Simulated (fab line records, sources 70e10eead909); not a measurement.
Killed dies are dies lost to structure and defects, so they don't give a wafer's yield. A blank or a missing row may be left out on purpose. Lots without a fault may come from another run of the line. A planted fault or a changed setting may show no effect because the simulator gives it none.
fab line records | flow nand_harc
record lots=13 wafers=39 last_day=33
route steps=1302 shown P_ZERO_WELL@64 P_STI@85 P_GATE@124 END@1302
lots that met no fault: from a run of the same line without faults
start_h: hours from the record's first day to the start of the lot's first wafer shown | wait_h: hours since the lot's step before | " the same as in the row above | L1.1+2: a row that stands for several wafers | - no value, or no start given | * or withheld: withheld | < > ~ a bound
route shown NAME@n: a module of which the file shows steps, and the number in the route of the first | usual: mean/standard deviation of fault-free wafers | same: alike in all rows | chamber/n: place in a boat | sites: the reading at each site | _std_site: their standard deviation | _edge_site: outer sites' mean less inner sites' | radius_mm: how far each site lies from the wafer's centre | mask NAME#n: copy n | behind: the tool/chamber that last shaped the wafer | hold: why the lot was held/for how many hours/how that ended | device: the transistor (n, p or np) that didn't switch | end of line: the same wafers' tests at the end of the route | a step without rows: its recipe alone | killed: dies lost to structure and defects at the first sort, not the wafer's yield | map: a wafer's dies, x killed, . not, _ none there
set.NAME: the setting as run; set.NAME@STEP: as run at that earlier step | model.NAME: the simulator's own value behind a step, which no gauge read
steps of the route over a sample of lots; a table a step, a row a wafer
services: from which hour (start_h, from the record's first day; less than 0 if before it) a tool's chamber was out of use, for how many hours, and why
## steps
# step NHARC_P_ZERO_WELL_STRIP_56
# recipe time_s=840 temp_c=130 chemistry=SPM
# usual bath_guard_temp_C=129.9/0.58 bath_heat_duty_pct=14.9/1.7 time_s=840/0
# columns lot.wafer tool chamber start_h wait_h bath_guard_temp_C bath_heat_duty_pct time_s
L815.6 wet_bench-09 5 26.74 0.0 130.8 14.8 840
L815.3 " 7 " " 129.5 10.4 840
L815.5 " 1 " " 130.0 14.6 840
L818.1 wet_bench-05 4 56.64 0.2 129.1 17.8 840
L818.3 " 6 " " 130.3 13.6 840
L818.6 " 7 " " 130.3 16.8 840
L819.5 wet_bench-09 5 66.57 0.1 130.8 14.7 840
L819.4 " 6 " " 131.0 14.9 840
L819.3 " 7 " " 129.3 11.2 840
L820.3 wet_bench-07 4 78.37 0.1 130.2 14.7 840
L820.4 " 6 " " 130.1 15.9 840
L820.6 " 7 " " 129.4 15.5 840
L823.3 wet_bench-09 6 106.36 0.2 - - -
L823.4 " 7 " " - - -
L823.2 " 1 " " - - -
L824.3 wet_bench-09 3 116.49 0.2 - - -
L824.2 " 5 " " - - -
L824.1 " 6 " " - - -
L826.1 wet_bench-05 7 136.61 0.2 130.4 16.2 840
L826.4 " 0 " " 130.4 17.8 840
L826.3 " 2 " " 129.6 15.2 840
L831.6 wet_bench-07 6 186.47 0.0 130.1 17.0 840
L831.2 " 7 " " 129.6 15.7 840
L831.5 " 1 " " 130.0 16.3 840
L832.1 wet_bench-05 1 196.56 0.2 130.2 14.0 840
L832.5 " 2 " " 129.7 15.8 840
L832.6 " 3 " " 129.7 15.8 840
L833.2 wet_bench-09 1 206.42 0.2 129.8 14.2 840
L833.4 " 2 " " 128.7 16.5 840
L833.3 " 4 " " 130.5 14.3 840
L834.6 wet_bench-05 5 216.37 0.0 129.4 15.5 840
L834.1 " 6 " " 130.4 14.9 840
L834.4 " 0 " " 130.1 15.2 840
L837.6 wet_bench-09 3 246.38 0.1 130.1 14.5 840
L837.1 " 4 " " 130.4 13.5 840
L837.2 " 5 " " 130.8 14.8 840
L838.1 wet_bench-09 6 256.37 0.2 131.2 15.4 840
L838.2 " 0 " " 129.8 12.3 840
L838.5 " 1 " " 129.8 14.6 840
# step NHARC_P_STI_INSPECT_11
# usual raw_defect_count=5.9/2.8
# columns lot.wafer tool chamber start_h wait_h raw_defect_count
L815.3 defect_inspect-02 - 47.36 0.0 7
L815.5 " - " " 6
L815.6 " - " " 5
L818.1 defect_inspect-02 - 73.03 0.0 4
L818.3 " - " " 4
L818.6 " - " " 2
L819.3 defect_inspect-02 - 82.85 0.0 11
L819.4 " - " " 10
L819.5 " - " " 6
L820.3 defect_inspect-02 - 98.56 0.0 1
L820.4 " - " " 5
L820.6 " - " " 7
L826.1 defect_inspect-01 - 153.05 0.0 2
L826.3 " - " " 1
L826.4 " - " " 6
L831.2 defect_inspect-01 - 202.98 0.0 4
L831.5 " - " " 4
L831.6 " - " " 4
L832.1 defect_inspect-02 - 212.68 0.0 4
L832.5 " - " " 5
L832.6 " - " " 8
L833.2 defect_inspect-01 - 222.61 0.0 3
L833.3 " - " " 10
L833.4 " - " " 12
L834.1 defect_inspect-01 - 233.14 0.0 11
L834.4 " - " " 10
L834.6 " - " " 4
L837.1 defect_inspect-01 - 264.46 0.0 3
L837.2 " - " " 4
L837.6 " - " " 4
L838.1 defect_inspect-02 - 274.35 0.0 4
L838.2 " - " " 6
L838.5 " - " " 8
# step NHARC_P_STI_OCD_MEAS_17
# usual trench_depth_nm=300/3.6 trench_foot_cd_nm=159.3/2.2
# columns lot.wafer tool chamber start_h wait_h trench_depth_nm trench_foot_cd_nm
L815.3 ocd-02 - 48.05 0.1 295 162.5
L815.5 " - " " 298 158.2
L815.6 " - " " 293 163.0
L818.1 ocd-01 - 73.69 0.1 301 156.9
L818.3 " - " " 302 159.7
L818.6 " - " " 299 159.8
L819.3 ocd-01 - 83.51 0.1 298 156.2
L819.4 " - " " 298 154.4
L819.5 " - " " 297 157.1
L820.3 ocd-01 - 99.22 0.1 300 161.5
L820.4 " - " " 298 162.4
L820.6 " - " " 299 158.9
L826.1 ocd-01 - 153.74 0.1 301 161.5
L826.3 " - " " 304 159.6
L826.4 " - " " 305 161.2
L831.2 ocd-02 - 203.67 0.1 296 159.1
L831.5 " - " " 301 161.1
L831.6 " - " " 295 160.3
L832.1 ocd-01 - 213.34 0.1 302 162.0
L832.5 " - " " 300 163.0
L832.6 " - " " 304 162.1
L833.2 ocd-01 - 223.28 0.1 305 157.5
L833.3 " - " " 296 157.7
L833.4 " - " " 300 160.2
L834.1 ocd-01 - 233.83 0.1 299 161.8
L834.4 " - " " 299 160.2
L834.6 " - " " 299 159.4
L837.1 ocd-02 - 265.13 0.1 297 159.4
L837.2 " - " " 300 158.1
L837.6 " - " " 294 157.9
L838.1 ocd-01 - 275.01 0.1 296 160.0
L838.2 " - " " 294 159.3
L838.5 " - " " 299 158.5
# step NHARC_P_GATE_DESCUM_13
# recipe time_s=3 o2_flow_sccm=200 ar_flow_sccm=0 bias_power_w=0 chemistry=O2
# usual drypump_motor_current_A=5.5/0.46 oes_product_au=0.999/0.01 rf_vpp_V=57.7/0.95 showerhead_plenum_p_Torr=1.91/0.095 throttle_valve_pct=11.310/0.009
# same bias_power_w=0 time_s=3
# columns lot.wafer tool chamber start_h wait_h drypump_motor_current_A oes_product_au rf_hours_counter_h rf_vpp_V showerhead_plenum_p_Torr throttle_valve_pct
L815.3 rie_diel-04 1 86.37 - 5.5 1.018 2.9 58.8 1.80 11.316
L815.6 " 0 " " 5.2 1.004 - 59.7 1.95 11.326
L815.5 " 1 " " 5.6 1.022 - 57.4 1.80 11.303
L818.1 rie_diel-04 0 109.29 - 5.2 1.020 4.0 58.4 1.95 11.309
L818.3 " 2 " " 5.8 1.015 5.0 56.0 1.79 11.318
L818.6 " 0 " " 5.2 1.008 - 57.3 1.95 11.314
L819.3 rie_diel-12 0 121.23 - 5.6 0.992 0.8 57.5 2.05 11.317
L819.4 " 2 " " 4.7 1.002 0.8 58.4 1.99 11.299
L819.5 " 3 " " 6.1 0.992 - 56.2 1.88 11.325
L820.3 rie_diel-04 0 140.27 - 5.2 1.011 4.9 58.0 1.95 11.319
L820.4 " 1 " " 5.5 1.006 5.9 58.2 1.80 11.310
L820.6 " 2 " " 5.9 1.014 - 57.2 1.79 11.294
L826.4 rie_diel-12 2 189.70 - 4.7 0.995 4.2 58.2 1.99 11.301
L826.1 " 3 " " 6.1 0.990 4.5 57.4 1.88 11.292
L826.3 " 0 " " 5.7 0.991 4.8 57.0 2.04 11.311
L831.2 rie_diel-11 3 244.24 - 5.8 0.997 9.4 58.7 1.85 11.299
L831.5 " 0 " " 4.8 0.993 - 57.1 1.97 11.300
L831.6 " 1 " " 5.3 1.003 - 57.2 1.83 11.304
L832.1 rie_diel-11 1 250.36 - 5.3 0.996 11.4 56.9 1.83 11.319
L832.5 " 2 " " 6.1 0.986 - 57.6 1.96 11.320
L832.6 " 3 " " 5.8 0.985 - 56.3 1.85 11.323
L833.3 rie_diel-12 3 259.05 - 6.1 0.989 7.1 57.4 1.88 11.311
L833.2 " 1 " " 6.2 0.994 6.9 57.0 1.84 11.328
L833.4 " 2 " " 4.7 0.994 6.4 58.6 1.98 11.297
L834.1 rie_diel-04 0 268.80 - 5.2 1.001 5.2 57.9 1.95 11.298
L834.4 " 2 " " 5.8 1.003 3.5 56.3 1.79 11.305
L834.6 " 0 " " 5.2 0.995 - 57.4 1.95 11.304
L837.2 rie_diel-12 2 300.66 - 4.7 1.000 0.8 57.2 1.98 11.329
L837.1 " 0 " " 5.6 0.989 1.3 58.2 2.04 11.321
L837.6 " 3 " " 6.1 1.003 - 56.6 1.88 11.315
L838.2 rie_diel-12 0 314.36 - 5.6 0.983 1.4 59.2 2.04 11.307
L838.1 " 2 " " 4.7 0.996 0.9 58.4 1.98 11.294
L838.5 " 3 " " 6.1 1.002 - 57.9 1.88 11.305
# step NHARC_END_SORT_01
# recipe temp_c=25
# usual killed_at_array=46/16 killed_at_other=0.9/1.3 killed_at_periphery=4.1/3 killed_dies=51/17 killed_open=3.5/1.8 killed_short=2.5/1.8
# same gross_dies=677
# columns lot.wafer tool chamber start_h wait_h killed_at_array killed_at_other killed_at_periphery killed_dies killed_open killed_short
L824.1 prober-01 0 658.71 2.5 61 0 616 677 7 2
L824.2 prober-01 0 659.52 2.8 75 1 601 677 0 6
L824.3 prober-01 0 660.34 3.1 56 0 621 677 5 2
L823.2 prober-02 0 659.54 2.8 41 2 634 677 4 1
L823.3 prober-02 0 660.34 3.1 38 0 639 677 3 3
L823.4 prober-02 0 661.14 3.4 42 2 633 677 2 1
# killed by level:class
L824.1 P_ZERO_WELL:area_strip=616 A_SLIT:chamber_film_flake=25 A_CHANNEL_HOLE_D1:chamber_film_flake=19 A_CHANNEL_HOLE_D2:chamber_film_flake=5 A_CONTACT:chamber_film_flake=2 A_CHANNEL_HOLE_D1:geometric_particle:short=1 A_CHANNEL_HOLE_D1:geometric_particle:open=1 A_DECK1_JOINT:geometric_particle:short=1
L824.2 P_ZERO_WELL:area_strip=595 A_SLIT:chamber_film_flake=28 A_CHANNEL_HOLE_D1:chamber_film_flake=28 A_CHANNEL_HOLE_D2:chamber_film_flake=10 P_GATE:chamber_film_flake=2 P_M2:chamber_film_flake=2 A_CHANNEL_FILL_D2:chamber_film_flake=2 A_CONTACT:chamber_film_flake=2
L823.2 P_ZERO_WELL:area_strip=626 A_CHANNEL_HOLE_D1:chamber_film_flake=26 A_CHANNEL_HOLE_D2:chamber_film_flake=7 P_M2:chamber_film_flake=6 A_SLIT:chamber_film_flake=2 A_CHANNEL_HOLE_D1:geometric_particle:open=1 A_CHANNEL_FILL_D1:geometric_particle:open=1 A_ONON_D2:geometric_particle:open=1
L823.3 P_ZERO_WELL:area_strip=632 A_CHANNEL_HOLE_D1:chamber_film_flake=20 A_CHANNEL_HOLE_D2:chamber_film_flake=10 P_M2:chamber_film_flake=4 P_M0:chamber_film_flake=2 A_CHANNEL_HOLE_D1:geometric_particle:short=1 A_DECK1_JOINT:geometric_particle:open=1 A_DECK1_JOINT:geometric_particle:short=1
L824.3 P_ZERO_WELL:area_strip=619 A_CHANNEL_HOLE_D1:chamber_film_flake=21 A_SLIT:chamber_film_flake=21 A_CHANNEL_HOLE_D2:chamber_film_flake=4 A_CONTACT:chamber_film_flake=3 P_M0:geometric_particle:open=1 A_ONON_D1:geometric_particle:open=1 A_CHANNEL_FILL_D1:geometric_particle:short=1
L823.4 P_ZERO_WELL:area_strip=629 A_CHANNEL_HOLE_D1:chamber_film_flake=26 A_CHANNEL_HOLE_D2:chamber_film_flake=9 P_M2:chamber_film_flake=3 A_DECK1_JOINT:chamber_film_flake=2 THIN_TSV:chamber_film_flake=2 A_SOURCE_PLATE:geometric_particle:open=1 A_WL_FILL:geometric_particle:short=1
## services
# columns tool chamber start_h hours kind
rie_diel-11 2 20.84 8.1 repair
rie_diel-04 1 22.93 8.0 repair
rie_diel-11 - 24.43 0.6 repair
rie_diel-04 0 28.53 4.2 repair
rie_diel-11 - 78.50 9.0 pm
wet_bench-05 - 84.80 8.0 pm
rie_diel-12 - 91.40 9.0 pm
wet_bench-09 - 96.93 1.5 repair
rie_diel-12 2 132.61 3.4 repair
rie_diel-11 3 149.74 8.9 repair
wet_bench-07 - 160.00 8.0 pm
rie_diel-12 2 171.27 3.3 repair
rie_diel-04 0 176.63 23.5 repair
wet_bench-09 - 176.80 8.0 pm
rie_diel-04 - 177.90 9.0 pm
rie_diel-11 1 206.31 2.0 repair
rie_diel-11 2 224.62 5.0 repair
rie_diel-04 2 235.87 5.6 repair
rie_diel-04 1 236.76 4.6 repair
rie_diel-12 2 236.78 9.8 repair
wet_bench-05 - 260.80 8.0 pm
rie_diel-12 - 268.52 9.0 pm
rie_diel-04 2 298.19 2.4 repair
rie_diel-04 0 312.23 18.8 repair
## key
first_sign step=NHARC_P_ZERO_WELL_STRIP_56 reading=tool_record direction=missing
effect step=NHARC_END_SORT_01 reading=killed_at_periphery direction=up sigmas=99+ usual=4.1 struck=624
more_kills_born_at NHARC_P_ZERO_WELL_STRIP_56@wet_bench-09=3717
met_at NHARC_P_ZERO_WELL_STRIP_56
struck_lots L823,L824
later_rows_left_out L823.2,L823.3,L823.4,L824.1,L824.2,L824.3
tester_left_out L823,L824
not_acting_at NHARC_P_STI_INSPECT_11,NHARC_P_STI_OCD_MEAS_17,NHARC_P_GATE_DESCUM_13
onset_between 66.57 106.36
fault kind=skipped_step_whole tool=wet_bench-09 chamber=- onset_h=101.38 steps=NHARC_P_ZERO_WELL_STRIP_56 scope=struck_lots_only
# tester_left_out: of these lots the tester's yield and bins aren't shown, on N5 and GAA mostly nor the transistor test; their killed dies are dies lost to structure and defects alone, not to doping, threshold or leakage, so they don't give the yield
# later_rows_left_out: the simulator's readings of these wafers behind a module that went badly wrong aren't trusted and aren't shown, but for the sort
